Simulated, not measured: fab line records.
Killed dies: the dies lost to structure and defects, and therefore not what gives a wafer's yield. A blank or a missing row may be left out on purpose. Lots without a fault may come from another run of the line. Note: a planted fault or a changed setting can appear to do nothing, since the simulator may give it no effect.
fab line records | flow n5Finfet
[record] lots = 5 | wafers = 13 | lastDay = 19
route steps=1938 shown BEOL_M0_SAQP@674 BEOL_M0_CUTY@701 BEOL_M0@715 BEOL_M4@1111 PASSIVATION@1936
lots that met no fault: taken from a fault-free run of the same line
startH: start of the lot's first displayed wafer, in hours after the record's first day | waitH: hours from the lot's prior step to this one | " identical to the entry in the row above | L1.1+2: one row covering several wafers at once | - no value present, or no start provided | * or withheld: withheld | < > ~ a bound
route shown NAME@n: names a module that has steps shown in the file, with the first one's number in the route | usual: mean/standard deviation taken from wafers without a fault | same: alike in all rows | chamber/n: place in a boat | sites: per-site readings | _std_site: standard deviation across them | _edge_site: inner sites' mean taken away from outer sites' mean | radiusMm: for every site, how far away it sits from the centre of the wafer | mask NAME#n: copy n | behind: the last tool/chamber to shape the wafer | hold: the reason the lot was held/the length of the hold in hours/how it ended | device: whichever transistor did not switch (one of n, p or np) | end of line: the route-end tests of the same wafers | for a step that has no rows: nothing shown but its recipe | killed: the dies lost at the first sort to structure and to defects; this is not the yield of the wafer | map: shows each die of a wafer: x if killed, . if not, _ if none is there
set.NAME: the setting as run; set.NAME@STEP: as run at that earlier step | model.NAME: the simulator's own value behind a step, which no gauge read
lots at selected steps of the route; one table per step, one row per wafer
services: the hour from which a tool's chamber was out of use, counted from the record's first day as startH (under 0 if before that day), plus the number of hours and why
[[steps]]
[step N5_BEOL_M0_SAQP_STRIP_108]
[recipe] chemistry = N2/H2 | powerW = 500 | tempC = 40 | pressureMtorr = 50 | rfFrequencyHz = 6e+07 | overashFraction = 0.3 | biasPowerW = 28 | h2Frac = 0.5 | n2FlowSccm = 300 | h2FlowSccm = 300
[step N5_BEOL_M0_SAQP_RECESS_109]
[recipe] chemistry = HF/NH3 | target = SiO2 | targetDepthA = 30 | afsCycles = 1 | tempC = 30 | sublimationTempC = 180 | sublimationTimeS = 60
[step N5_BEOL_M0_SAQP_SPACER2_ALD_26]
[recipe] material = SiO2 | targetThkA = 150 | tempC = 300 | aldPrecursorFamily = BDEAS | aldCoReactant = O2-plasma | pulseTimeS = 1 | purgeTimeS = 2 | coReactantPurgeTimeS = 2 | pressureTorr = 2
[step N5_BEOL_M0_SAQP_SPACER2_ETCHBACK_27]
[recipe] chemistry = CHF3/O2 | mode = anisotropicEtchback | target = SiO2 | targetDepthA = 225 | timeS = 11.25 | pressureMtorr = 30 | sourceW = 650 | biasW = 170 | Ar_flow_sccm = 200 | CHF3_flow_sccm = 50 | O2_flow_sccm = 5 | ionEnergyEv = 200
[step N5_BEOL_M0_SAQP_MANDREL2_REMOVE_110]
[recipe] chemistry = HBr/Cl2/O2 | btTimeS = 10 | target = a-Si | stopOn = SiCN | endpoint = OES-SiCl | overEtchFrac = 1 | icpW = 600 | biasW = 30 | HBr_flow_sccm = 150 | Cl2_flow_sccm = 80 | O2_flow_sccm = 5 | pressureMtorr = 10
[step N5_BEOL_M0_SAQP_COAT_69]
[recipe] resist = SOC | tempC = 250 | timeS = 60 | spinRpm = 1500 | resistThkNm = 90
[step N5_BEOL_M0_SAQP_COAT_72]
[recipe] resist = SiARC | tempC = 220 | timeS = 60 | spinRpm = 1500 | resistThkNm = 15
[step N5_BEOL_M0_SAQP_COAT_87]
[recipe] resist = underlayer | tempC = 205 | timeS = 60 | spinRpm = 1500 | resistThkNm = 5
[step N5_BEOL_M0_SAQP_COAT_34]
[recipe] resist = CAR-EUV | spinRpm = 1500 | resistThkNm = 30
[step N5_BEOL_M0_SAQP_EBR_36]
[recipe] solvent = PGMEA | ebrWidthMm = 1.5
[step N5_BEOL_M0_SAQP_SOFTBAKE_35]
[recipe] tempC = 110 | timeS = 60 | resist = CAR-EUV
[step N5_BEOL_M0_SAQP_EXPOSE_37]
[recipe] maskId = M0_CUT1 | na = 0.33 | sourceShape = annular | sigmaInner = 0.35 | sigmaOuter = 0.8 | polarization = unpolarized | targetCdNm = 30 | doseMj = 44.75
lot.wafer  | tool          | chamber | startH | waitH | mask
L261.2+4+5 | euvScanner-02 | 0       | 142.75 | -     | M0_CUT1#0
L271.3+5+6 | euvScanner-02 | 0       | 195.58 | -     | M0_CUT1#0
L272.2+4   | euvScanner-02 | 0       | 198.98 | -     | M0_CUT1#0
L275.2+5   | euvScanner-02 | 0       | 213.08 | -     | M0_CUT1#0
L281.1+2+6 | euvScanner-01 | 0       | 251.40 | -     | M0_CUT1#0
[step N5_BEOL_M0_SAQP_PEB_38]
[recipe] pebTempC = 100 | pebTimeS = 60 | resist = CAR-EUV
[step N5_BEOL_M0_SAQP_DEVELOP_39]
[recipe] developTimeS = 30 | developer = TMAH | resist = CAR-EUV | rinseLiquid = surfactantRinse | dry = airSpin | devTempC = 23
[step N5_BEOL_M0_SAQP_CD_MEAS_40]
[recipe] targetCdNm = 30 | landingEnergyEv = 500 | detector = seInlens
[usual] cdNm = 30.1/0.33
lot.wafer | tool     | chamber | startH | waitH | cdNm
L261.2    | cdSem-01 | 0       | 142.88 | -     | 30.1
L261.4    | "        | 0       | "      | "     | 30.0
L261.5    | "        | 0       | "      | "     | 30.7
L271.3    | cdSem-02 | 0       | 195.70 | -     | 27.5
L271.5    | "        | 0       | "      | "     | 30.4
L271.6    | "        | 0       | "      | "     | 29.9
L272.2    | cdSem-01 | 0       | 199.11 | -     | 27.6
L272.4    | "        | 0       | "      | "     | 30.0
L275.2    | cdSem-02 | 0       | 213.21 | -     | 26.7
L275.5    | "        | 0       | "      | "     | 30.5
L281.1    | cdSem-02 | 0       | 251.53 | -     | 29.6
L281.2    | "        | 0       | "      | "     | 29.9
L281.6    | "        | 0       | "      | "     | 29.8
[step N5_BEOL_M0_SAQP_DESCUM_45]
[recipe] chemistry = O2 | timeS = 7 | sourcePowerW = 50 | biasPowerW = 20 | pressureMtorr = 20 | rfFrequencyHz = 2.712e+07 | tempC = 40 | resist = CAR-EUV | o2FlowSccm = 225
[usual] drypumpMotorCurrentA = 5.5/0.49 | o2FlowSccm = 225.0/0.65 | oesProductAu = 0.82/0.089 | rfVppV = 243.2/1.4 | showerheadPlenumPTorr = 2.09/0.074 | throttleValvePct = 20.43/0.2
lot.wafer | tool       | chamber | startH | waitH | drypumpMotorCurrentA | o2FlowSccm | oesProductAu | rfHoursCounterH | rfVppV | showerheadPlenumPTorr | throttleValvePct | model.BEOL_M0_SAQP.cdNm
L261.2    | rieDiel-04 | 2       | 143.00 | 0.0   | 4.8                  | 225.3      | 0.71         | 197             | 240.0  | 1.99                  | 20.35            | 30.4
L261.4    | "          | 1       | "      | "     | 5.6                  | 224.6      | 0.81         | 127             | 243.3  | 2.10                  | 20.50            | 30
L261.5    | "          | 2       | "      | "     | 4.8                  | 225.9      | 0.72         | -               | 242.1  | 1.99                  | 20.39            | 30.4
L271.3    | rieDiel-03 | 3       | 195.82 | 0.0   | 6.2                  | 225.0      | 0.82         | 54              | 240.2  | 2.03                  | 20.44            | 27.4
L271.5    | "          | 2       | "      | "     | 5.1                  | 224.5      | 0.81         | -               | 242.9  | 2.10                  | 20.34            | 30
L271.6    | "          | 3       | "      | "     | 6.2                  | 224.9      | 0.83         | -               | 242.0  | 2.03                  | 20.43            | 30.2
L272.2    | rieDiel-04 | 3       | 199.23 | 0.0   | 6.4                  | 224.8      | 0.76         | 151             | 243.6  | 2.07                  | 20.52            | 27
L272.4    | "          | 1       | "      | "     | 5.6                  | 225.1      | 0.79         | 142             | 244.4  | 2.10                  | 20.53            | 29.8
L275.2    | rieDiel-03 | 0       | 213.33 | 0.0   | 5.0                  | 225.0      | 0.91         | 33              | 245.4  | 2.21                  | 20.22            | 26.6
L275.5    | "          | 0       | "      | "     | 5.0                  | 225.0      | 0.91         | -               | 244.8  | 2.21                  | 20.20            | 30.2
L281.1    | rieDiel-01 | 1       | 252.51 | 0.9   | 5.1                  | 225.4      | 0.71         | 186             | 240.9  | 1.98                  | 20.81            | 29.8
L281.2    | "          | 2       | "      | "     | 5.5                  | 226.7      | 0.87         | 50              | 241.8  | 2.04                  | 20.27            | 30.2
L281.6    | "          | 1       | "      | "     | 5.1                  | 224.7      | 0.72         | -               | 241.9  | 1.98                  | 20.79            | 29.8
[step N5_BEOL_M0_SAQP_ETCH_88]
[recipe] chemistry = N2/H2 | target = underlayer | targetDepthA = 65 | timeS = 5.2 | ionEnergyEv = 200 | maskMaterial = CAR-EUV | pressureMtorr = 30 | sourceW = 840 | biasW = 150 | n2FlowSccm = 200 | h2FlowSccm = 200 | ends = cleared
[step N5_BEOL_M0_SAQP_ETCH_73]
[recipe] chemistry = CF4 | target = SiARC | targetDepthA = 195 | maskMaterial = CAR-EUV | timeS = 32.5 | ionEnergyEv = 80 | pressureMtorr = 40 | sourceW = 545 | biasW = 36 | Ar_flow_sccm = 100 | cf4FlowSccm = 100 | ends = cleared
[step N5_BEOL_M0_SAQP_CUT_ETCH_46]
[recipe] chemistry = N2/H2 | target = SOC | targetDepthA = 1350 | overetchA = 270 | tempC = 40 | timeS = 202.5 | ionEnergyEv = 200 | maskMaterial = SiARC | pressureMtorr = 30 | sourceW = 840 | biasW = 150 | n2FlowSccm = 200 | h2FlowSccm = 200
[step N5_BEOL_M0_SAQP_STRIP_74]
[recipe] chemistry = N2/H2 | tempC = 40 | n2FlowSccm = 200 | h2FlowSccm = 200 | rfFrequencyHz = 6e+07
[step N5_BEOL_M0_SAQP_STRIP_89]
[recipe] chemistry = N2/H2 | tempC = 40 | n2FlowSccm = 200 | h2FlowSccm = 200 | rfFrequencyHz = 6e+07
[step N5_BEOL_M0_SAQP_ALD_48]
[recipe] material = SiO2 | targetThkA = 200 | tempC = 100 | aldPrecursorFamily = BDEAS | aldCoReactant = O2-plasma | pulseTimeS = 1 | coReactantPulseTimeS = 1 | purgeTimeS = 2 | coReactantPurgeTimeS = 2 | aldCycles = 139 | pressureTorr = 2
[step N5_BEOL_M0_SAQP_ETCH_49]
[recipe] chemistry = CF4/O2 | targetDepthA = 370 | target = SiO2 | pressureMtorr = 40 | sourceW = 535 | biasW = 49 | Ar_flow_sccm = 100 | cf4FlowSccm = 100 | O2_flow_sccm = 10 | ionEnergyEv = 100
[usual] O2_flow_sccm = 10.00/0.032 | drypumpMotorCurrentA = 5.5/0.46 | oes_f_703_au = 0.83/0.091 | oesProductAu = 0.83/0.087 | rfVppV = 242/5.8 | showerheadPlenumPTorr = 2.21/0.069 | throttleValvePct = 15.84/0.21
lot.wafer | tool       | chamber | startH | waitH | O2_flow_sccm | drypumpMotorCurrentA | oes_f_703_au | oesProductAu | rfHoursCounterH | rfVppV | showerheadPlenumPTorr | throttleValvePct | model.BEOL_M0_SAQP.cdNm
L261.2    | rieDiel-04 | 0       | 143.88 | 0.3   | 10.04        | 5.3                  | 0.97         | 0.94         | 8               | 245    | 2.25                  | 15.78            | 30.4
L261.4    | "          | 2       | "      | "     | 10.00        | 4.7                  | 0.72         | 0.71         | 197             | 233    | 2.07                  | 15.67            | 30.4
L261.5    | "          | 1       | "      | "     | 10.00        | 5.7                  | 0.79         | 0.79         | -               | 245    | 2.21                  | 15.87            | 30.8
L271.3    | rieDiel-03 | 1       | 198.08 | 0.3   | 10.02        | 5.6                  | 0.74         | 0.72         | 204             | 244    | 2.19                  | 16.13            | 27.8
L271.5    | "          | 0       | "      | "     | 10.02        | 5.0                  | 0.92         | 0.92         | -               | 236    | 2.34                  | 15.61            | 29.8
L271.6    | "          | 1       | "      | "     | 10.05        | 5.6                  | 0.73         | 0.72         | -               | 245    | 2.19                  | 16.14            | 30.4
L272.2    | rieDiel-04 | 1       | 200.04 | 0.3   | 10.03        | 5.6                  | 0.78         | 0.78         | 142             | 247    | 2.21                  | 15.92            | 27.4
L272.4    | "          | 2       | "      | "     | 10.03        | 4.7                  | 0.70         | 0.71         | 214             | 233    | 2.07                  | 15.71            | 30.2
L275.2    | rieDiel-03 | 1       | 214.14 | 0.3   | 10.02        | 5.6                  | 0.73         | 0.71         | 208             | 245    | 2.19                  | 16.13            | 27.2
L275.5    | "          | 1       | "      | "     | 9.97         | 5.6                  | 0.73         | 0.71         | -               | 244    | 2.19                  | 16.13            | 31
L281.1    | rieDiel-01 | 0       | 253.44 | 0.3   | 10.00        | 5.3                  | 0.88         | 0.92         | 20              | 252    | 2.32                  | 15.72            | 29.8
L281.2    | "          | 2       | "      | "     | 9.99         | 5.4                  | 0.84         | 0.88         | 51              | 255    | 2.14                  | 15.57            | 30.4
L281.6    | "          | 0       | "      | "     | 10.05        | 5.3                  | 0.88         | 0.92         | -               | 252    | 2.32                  | 15.71            | 29.8
[step N5_BEOL_M0_SAQP_STRIP_75]
[recipe] chemistry = CF4 | resist = SiARC | powerW = 300 | biasPowerW = 75 | pressureMtorr = 50 | cf4FlowSccm = 150 | rfFrequencyHz = 6e+07
[step N5_BEOL_M0_CUTY_COAT_50]
[recipe] resist = SiARC | tempC = 220 | timeS = 60 | spinRpm = 1500 | resistThkNm = 15
[step N5_BEOL_M0_CUTY_COAT_51]
[recipe] resist = CAR-ArF-block | spinRpm = 1500 | resistThkNm = 150
[step N5_BEOL_M0_CUTY_EBR_52]
[recipe] solvent = PGMEA | ebrWidthMm = 1.5
[step N5_BEOL_M0_CUTY_SOFTBAKE_53]
[recipe] tempC = 110 | timeS = 60 | resist = CAR-ArF-block
[step N5_BEOL_M0_CUTY_EXPOSE_54]
[recipe] maskId = M0_ABLK | na = 1.35 | sourceShape = conventional | sigmaOuter = 0.8 | polarization = unpolarized | doseMj = 36
[step N5_BEOL_M0_CUTY_PEB_55]
[recipe] pebTempC = 110 | pebTimeS = 60 | resist = CAR-ArF-block
[step N5_BEOL_M0_CUTY_DEVELOP_56]
[recipe] developTimeS = 30 | developer = TMAH | resist = CAR-ArF-block | rinseLiquid = diw | dry = airSpin | devTempC = 23
[step N5_BEOL_M0_CUTY_DESCUM_61]
[recipe] chemistry = O2 | timeS = 7.9 | sourcePowerW = 50 | biasPowerW = 20 | pressureMtorr = 20 | rfFrequencyHz = 2.712e+07 | tempC = 40 | resist = CAR-ArF-block | o2FlowSccm = 225
[step N5_BEOL_M0_CUTY_ETCH_62]
[recipe] chemistry = CF4 | target = SiARC | maskMaterial = CAR-ArF-block | timeS = 58.5 | ionEnergyEv = 80 | pressureMtorr = 40 | sourceW = 545 | biasW = 36 | Ar_flow_sccm = 100 | cf4FlowSccm = 100 | ends = cleared
[step N5_BEOL_M0_CUTY_ETCH_63]
[recipe] chemistry = N2/H2 | target = SOC | targetDepthA = 827 | overetchA = 165 | maskMaterial = SiARC | tempC = 40 | ionEnergyEv = 200 | timeS = 124 | pressureMtorr = 30 | sourceW = 840 | biasW = 150 | n2FlowSccm = 200 | h2FlowSccm = 200
[step N5_BEOL_M0_CUTY_STRIP_64]
[recipe] chemistry = N2/H2 | tempC = 40 | n2FlowSccm = 200 | h2FlowSccm = 200 | rfFrequencyHz = 6e+07
[step N5_BEOL_M0_ETCH_138]
[recipe] chemistry = CH3F/O2 | targetDepthA = 120 | target = SiCN | timeS = 31.6 | ionEnergyEv = 120 | pressureMtorr = 30 | sourceW = 395 | biasW = 75 | Ar_flow_sccm = 150 | CH3F_flow_sccm = 30 | O2_flow_sccm = 20 | ends = cleared
[step N5_BEOL_M4_RC_MEAS_101]
[usual] DIBL_N = 36.5/2.2 | DIBL_P = 36.9/2.9 | IOFF_N = 0.17/0.044 | IOFF_P = 0.22/0.052 | ION_N = 671/16 | ION_P = 461/10 | SS_N = 71.6/0.73 | SS_P = 73.5/0.79 | VT_N = 250/4.1 | VT_P = -250/4.1
lot.wafer | tool      | chamber | startH | waitH | DIBL_N[mV/V] | DIBL_P[mV/V] | IOFF_N[nA/um] | IOFF_P[nA/um] | ION_N[uA/um] | ION_P[uA/um] | SS_N[mV/dec] | SS_P[mV/dec] | VT_N[mV] | VT_P[mV]
L261.2    | prober-01 | 0       | 207.15 | 0.2   | 35.7         | 35.7         | 0.15          | 0.22          | 662          | 462          | 70.8         | 73.3         | 251      | -251
L261.4    | "         | 0       | "      | "     | 37.2         | 37.0         | 0.17          | 0.24          | 678          | 467          | 71.6         | 73.2         | 250      | -248
L261.5    | "         | 0       | "      | "     | 36.6         | 36.8         | 0.17          | 0.23          | 672          | 456          | 71.5         | 73.6         | 248      | -251
L271.5    | prober-02 | 0       | 266.51 | 0.8   | 35.2         | 33.9         | 0.14          | 0.17          | 676          | 462          | 71.5         | 72.1         | 252      | -254
L271.6    | "         | 0       | "      | "     | 36.8         | 37.8         | 0.18          | 0.23          | 692          | 468          | 71.5         | 73.2         | 247      | -252
L272.4    | prober-02 | 0       | 269.03 | 0.5   | 34.5         | 34.9         | 0.13          | 0.18          | 662          | 460          | 71.5         | 73.4         | 253      | -252
L275.5    | prober-02 | 0       | 291.24 | 0.6   | 36.5         | 38.7         | 0.17          | 0.25          | 680          | 472          | 70.9         | 74.2         | 247      | -245
L281.1    | prober-01 | 0       | 340.34 | 0.0   | 39.0         | 41.7         | 0.23          | 0.29          | 690          | 480          | 73.1         | 74.8         | 244      | -245
L281.2    | "         | 0       | "      | "     | 36.1         | 36.9         | 0.15          | 0.20          | 665          | 458          | 72.1         | 73.8         | 252      | -250
L281.6    | "         | 0       | "      | "     | 36.4         | 37.6         | 0.15          | 0.21          | 662          | 450          | 71.4         | 73.3         | 248      | -250
[step N5_PASSIVATION_PROBE_49]
[usual] defectLimitedYield = 91.3/1.4 | killed_at_M0_to_M3 = 36/10 | killed_at_M4_up = 13/5.4 | killedAtContacts = 12/5.3 | killedAtFrontEnd = 39/10 | killedAtOther = 3.2/2.7 | killedDies = 103/16 | killedOnRim = 13/4 | killedOpen = 68/13 | killedShort = 33/6.6 | sort_bin_5_function = 5.1/0.92 | sort_bin_6_memory = 3.3/0.68 | sortNPass = 1077/17 | sortYieldPct = 91.2/1.4
[same] grossDies = 1180 | killedAtBackSide = 0 | sort_bin_4_leakage[%] = 0 | sort_bin_8_speed[%] = 0
lot.wafer | tool      | chamber | startH | waitH | defectLimitedYield[%] | killed_at_M0_to_M3 | killed_at_M4_up | killedAtContacts | killedAtFrontEnd | killedAtOther | killedDies | killedOnRim | killedOpen | killedShort | sort_bin_5_function[%] | sort_bin_6_memory[%] | sortNPass | sortYieldPct[%]
L272.2    | prober-02 | -       | 374.87 | 0.1   | 0                     | 1107               | 26              | 12               | 34               | 1             | 1180       | 152         | 73         | 46          | 6.2                    | 3.5                  | 0         | 0
L271.3    | prober-01 | -       | 390.31 | 0.1   | 0                     | 1105               | 14              | 9                | 45               | 7             | 1180       | 152         | 74         | 35          | 6.1                    | 3.0                  | 0         | 0
L271.5    | prober-01 | -       | 390.41 | 0.2   | 91.4                  | 42                 | 12              | 11               | 32               | 5             | 102        | 17          | 73         | 27          | 5.3                    | 3.1                  | 1078      | 91.4
L271.6    | prober-01 | -       | 390.46 | 0.3   | 92.0                  | 27                 | 15              | 14               | 36               | 2             | 94         | 11          | 60         | 33          | 4.7                    | 3.1                  | 1086      | 92.0
L275.2    | prober-01 | -       | 402.41 | 0.1   | 0                     | 1129               | 13              | 9                | 29               | 0             | 1180       | 152         | 54         | 16          | 4.2                    | 1.6                  | 0         | 0
L275.5    | prober-01 | -       | 402.56 | 0.2   | 90.3                  | 57                 | 3               | 20               | 33               | 1             | 114        | 13          | 82         | 31          | 5.5                    | 3.8                  | 1066      | 90.3
// killed by level:class
L272.2 BEOL_M0_SAQP:areaExpose=1059 BEOL_M0_SAQP:geometricParticle:short=11 FIN_SAQP:geometricParticle:short=10 FIN_SAQP:geometricParticle:open=9 BEOL_M0_SAQP:geometricParticle:open=9 MOL_CONTACT_COAG:geometricParticle:open=8 BEOL_M4:geometricParticle:open=8 BEOL_M2:geometricParticle:open=7
L271.3 BEOL_M0_SAQP:areaExpose=1071 DUMMY_GATE:geometricParticle:open=12 BEOL_M3:geometricParticle:open=11 BEOL_M4:geometricParticle:open=8 BEOL_M0_SAQP:geometricParticle:open=7 FIN_SAQP:geometricParticle:short=5 STI_FIN_REVEAL:geometricParticle:open=5 MOL_CONTACT_COAG:geometricParticle:open=5
L271.5 BEOL_M0:geometricParticle:open=12 MOL_CONTACT_COAG:geometricParticle:open=8 BEOL_M2:geometricParticle:open=8 BEOL_M4:geometricParticle:open=6 GATE_CUT:geometricParticle:open=5 BEOL_M0_SAQP:geometricParticle:open=5 ILD0:geometricParticle:open=4 BEOL_M1:geometricParticle:open=4
L271.6 MOL_CONTACT_COAG:geometricParticle:open=11 FIN_SAQP:geometricParticle:short=10 STI_FIN_REVEAL:geometricParticle:open=6 BEOL_M0_SAQP:geometricParticle:short=6 BEOL_M0_SAQP:geometricParticle:open=5 FIN_SAQP:geometricParticle:open=4 ILD0:geometricParticle:open=4 BEOL_M1:geometricParticle:open=4
L275.2 BEOL_M0_SAQP:areaExpose=1110 STI_FIN_REVEAL:geometricParticle:open=11 BEOL_M4:geometricParticle:open=8 MOL_CONTACT_COAG:geometricParticle:open=6 ILD0:geometricParticle:open=4 BEOL_M0_SAQP:geometricParticle:short=4 BEOL_M0:geometricParticle:open=4 BEOL_M2:geometricParticle:open=4
L275.5 STI_FIN_REVEAL:geometricParticle:open=17 MOL_CONTACT_COAG:geometricParticle:open=15 BEOL_M2:geometricParticle:open=15 BEOL_M0_SAQP:geometricParticle:short=9 BEOL_M3:geometricParticle:open=9 BEOL_M0:geometricParticle:open=6 BEOL_M1:geometricParticle:open=6 MOL_CONTACT_COAG:geometricParticle:short=5
// map L271.3 (x killed, . not)
_________________xxxxxxxxxxxx________________
______________xxxxxxxxxxxxxxxxxx_____________
___________xxxxxxxxxxxxxxxxxxxxxxxx__________
__________xxxxxxxxxxxxxxxxxxxxxxxxxx_________
________xxxxxxxxxxxxxxxxxxxxxxxxxxxxxx_______
_______xxxxxxxxxxxxxxxxxxxxxxxxxxxxxxxx______
______xxxxxxxxxxxxxxxxxxxxxxxxxxxxxxxxxx_____
_____xxxxxxxxxxxxxxxxxxxxxxxxxxxxxxxxxxxx____
____xxxxxxxxxxxxxxxxxxxxxxxxxxxxxxxxxxxxxx___
___xxxxxxxxxxxxxxxxxxxxxxxxxxxxxxxxxxxxxxxx__
___xxxxxxxxxxxxxxxxxxxxxxxxxxxxxxxxxxxxxxxx__
__xxxxxxxxxxxxxxxxxxxxxxxxxxxxxxxxxxxxxxxxxx_
__xxxxxxxxxxxxxxxxxxxxxxxxxxxxxxxxxxxxxxxxxx_
_xxxxxxxxxxxxxxxxxxxxxxxxxxxxxxxxxxxxxxxxxxxx
_xxxxxxxxxxxxxxxxxxxxxxxxxxxxxxxxxxxxxxxxxxxx
_xxxxxxxxxxxxxxxxxxxxxxxxxxxxxxxxxxxxxxxxxxxx
_xxxxxxxxxxxxxxxxxxxxxxxxxxxxxxxxxxxxxxxxxxxx
_xxxxxxxxxxxxxxxxxxxxxxxxxxxxxxxxxxxxxxxxxxxx
_xxxxxxxxxxxxxxxxxxxxxxxxxxxxxxxxxxxxxxxxxxxx
_xxxxxxxxxxxxxxxxxxxxxxxxxxxxxxxxxxxxxxxxxxxx
_xxxxxxxxxxxxxxxxxxxxxxxxxxxxxxxxxxxxxxxxxxxx
__xxxxxxxxxxxxxxxxxxxxxxxxxxxxxxxxxxxxxxxxxx_
__xxxxxxxxxxxxxxxxxxxxxxxxxxxxxxxxxxxxxxxxxx_
___xxxxxxxxxxxxxxxxxxxxxxxxxxxxxxxxxxxxxxxx__
___xxxxxxxxxxxxxxxxxxxxxxxxxxxxxxxxxxxxxxxx__
____xxxxxxxxxxxxxxxxxxxxxxxxxxxxxxxxxxxxxx___
_____xxxxxxxxxxxxxxxxxxxxxxxxxxxxxxxxxxxx____
______xxxxxxxxxxxxxxxxxxxxxxxxxxxxxxxxxx_____
_______xxxxxxxxxxxxxxxxxxxxxxxxxxxxxxxx______
________xxxxxxxxxxxxxxxxxxxxxxxxxxxxxx_______
__________xxxxxxxxxxxxxxxxxxxxxxxxxx_________
___________xxxxxxxxxxxxxxxxxxxxxxxx__________
______________xxxxxxxxxxxxxxxxxx_____________
_________________xxxxxxxxxxxx________________
// map L272.2 (x killed, . not)
_________________xxxxxxxxxxxx________________
______________xxxxxxxxxxxxxxxxxx_____________
___________xxxxxxxxxxxxxxxxxxxxxxxx__________
__________xxxxxxxxxxxxxxxxxxxxxxxxxx_________
________xxxxxxxxxxxxxxxxxxxxxxxxxxxxxx_______
_______xxxxxxxxxxxxxxxxxxxxxxxxxxxxxxxx______
______xxxxxxxxxxxxxxxxxxxxxxxxxxxxxxxxxx_____
_____xxxxxxxxxxxxxxxxxxxxxxxxxxxxxxxxxxxx____
____xxxxxxxxxxxxxxxxxxxxxxxxxxxxxxxxxxxxxx___
___xxxxxxxxxxxxxxxxxxxxxxxxxxxxxxxxxxxxxxxx__
___xxxxxxxxxxxxxxxxxxxxxxxxxxxxxxxxxxxxxxxx__
__xxxxxxxxxxxxxxxxxxxxxxxxxxxxxxxxxxxxxxxxxx_
__xxxxxxxxxxxxxxxxxxxxxxxxxxxxxxxxxxxxxxxxxx_
_xxxxxxxxxxxxxxxxxxxxxxxxxxxxxxxxxxxxxxxxxxxx
_xxxxxxxxxxxxxxxxxxxxxxxxxxxxxxxxxxxxxxxxxxxx
_xxxxxxxxxxxxxxxxxxxxxxxxxxxxxxxxxxxxxxxxxxxx
_xxxxxxxxxxxxxxxxxxxxxxxxxxxxxxxxxxxxxxxxxxxx
_xxxxxxxxxxxxxxxxxxxxxxxxxxxxxxxxxxxxxxxxxxxx
_xxxxxxxxxxxxxxxxxxxxxxxxxxxxxxxxxxxxxxxxxxxx
_xxxxxxxxxxxxxxxxxxxxxxxxxxxxxxxxxxxxxxxxxxxx
_xxxxxxxxxxxxxxxxxxxxxxxxxxxxxxxxxxxxxxxxxxxx
__xxxxxxxxxxxxxxxxxxxxxxxxxxxxxxxxxxxxxxxxxx_
__xxxxxxxxxxxxxxxxxxxxxxxxxxxxxxxxxxxxxxxxxx_
___xxxxxxxxxxxxxxxxxxxxxxxxxxxxxxxxxxxxxxxx__
___xxxxxxxxxxxxxxxxxxxxxxxxxxxxxxxxxxxxxxxx__
____xxxxxxxxxxxxxxxxxxxxxxxxxxxxxxxxxxxxxx___
_____xxxxxxxxxxxxxxxxxxxxxxxxxxxxxxxxxxxx____
______xxxxxxxxxxxxxxxxxxxxxxxxxxxxxxxxxx_____
_______xxxxxxxxxxxxxxxxxxxxxxxxxxxxxxxx______
________xxxxxxxxxxxxxxxxxxxxxxxxxxxxxx_______
__________xxxxxxxxxxxxxxxxxxxxxxxxxx_________
___________xxxxxxxxxxxxxxxxxxxxxxxx__________
______________xxxxxxxxxxxxxxxxxx_____________
_________________xxxxxxxxxxxx________________
[[services]]
tool          | chamber | startH | hours | kind
rieDiel-01    | 3       | 128.89 | -     | clean
rieDiel-01    | 3       | 128.89 | -     | consumableReplace:focusRing
rieDiel-01    | 3       | 128.89 | 24.4  | scheduledDown
rieDiel-01    | 3       | 128.89 | 24.4  | ventCycle
rieDiel-04    | -       | 136.35 | 1.1   | repair
euvScanner-01 | -       | 149.25 | 1.0   | repair
rieDiel-04    | 0       | 152.81 | 8.1   | repair
rieDiel-01    | 0       | 153.30 | -     | clean
rieDiel-01    | 0       | 153.30 | -     | consumableReplace:focusRing
rieDiel-01    | 0       | 153.30 | -     | consumableReplace:showerhead
rieDiel-01    | 0       | 153.30 | 29.5  | scheduledDown
rieDiel-01    | 0       | 153.30 | 29.5  | ventCycle
euvScanner-02 | -       | 153.76 | 1.0   | repair
euvScanner-02 | -       | 160.28 | 1.0   | pm
euvScanner-01 | -       | 161.29 | 1.0   | pm
rieDiel-04    | -       | 167.56 | 0.5   | repair
euvScanner-01 | -       | 176.91 | 5.8   | pm
euvScanner-02 | -       | 216.43 | 1.0   | pm
euvScanner-01 | -       | 217.44 | 1.0   | pm
euvScanner-01 | -       | 222.15 | 4.6   | pm
rieDiel-01    | 0       | 223.37 | 15.1  | repair
rieDiel-01    | 3       | 232.64 | 22.4  | repair
euvScanner-02 | -       | 236.78 | 4.6   | pm
rieDiel-03    | -       | 244.35 | 28.1  | pm
[[key]]
[firstSign] step = N5_BEOL_M0_SAQP_CD_MEAS_40 | reading = cdNm | direction = down | sigmas = 8.6 | usual = 30.1 | struck = 27.2
[effect] step = N5_PASSIVATION_PROBE_49 | reading = killed_at_M0_to_M3 | direction = up | sigmas = 99+ | usual = 36 | struck = 1114
[modelEffect] step = N5_BEOL_M0_SAQP_DESCUM_45 | value = BEOL_M0_SAQP.cdNm | without = 30.2 | struck = 27
[modelEffect] step = N5_BEOL_M0_SAQP_ETCH_49 | value = BEOL_M0_SAQP.cdNm | without = 30.6 | struck = 27.47
[moreKillsBornAt] N5_BEOL_M0_SAQP_EXPOSE_37@euvScanner-02 = 3240
metAt N5_BEOL_M0_SAQP_EXPOSE_37
struckWafers L271.3,L272.2,L275.2
laterRowsLeftOut L271.3,L272.2,L275.2
onsetBetween 142.75 195.58
[fault] kind = processParameterDrift | tool = euvScanner-02 | chamber = - | onsetH = 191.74 | steps = N5_BEOL_M0_SAQP_EXPOSE_37 | channel = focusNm | offset = 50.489 | shape = step | endH = 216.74 | scope = struckWafersOnly
// laterRowsLeftOut: the simulator's readings of these wafers behind a module that went badly wrong aren't trusted and aren't shown, but for the sort
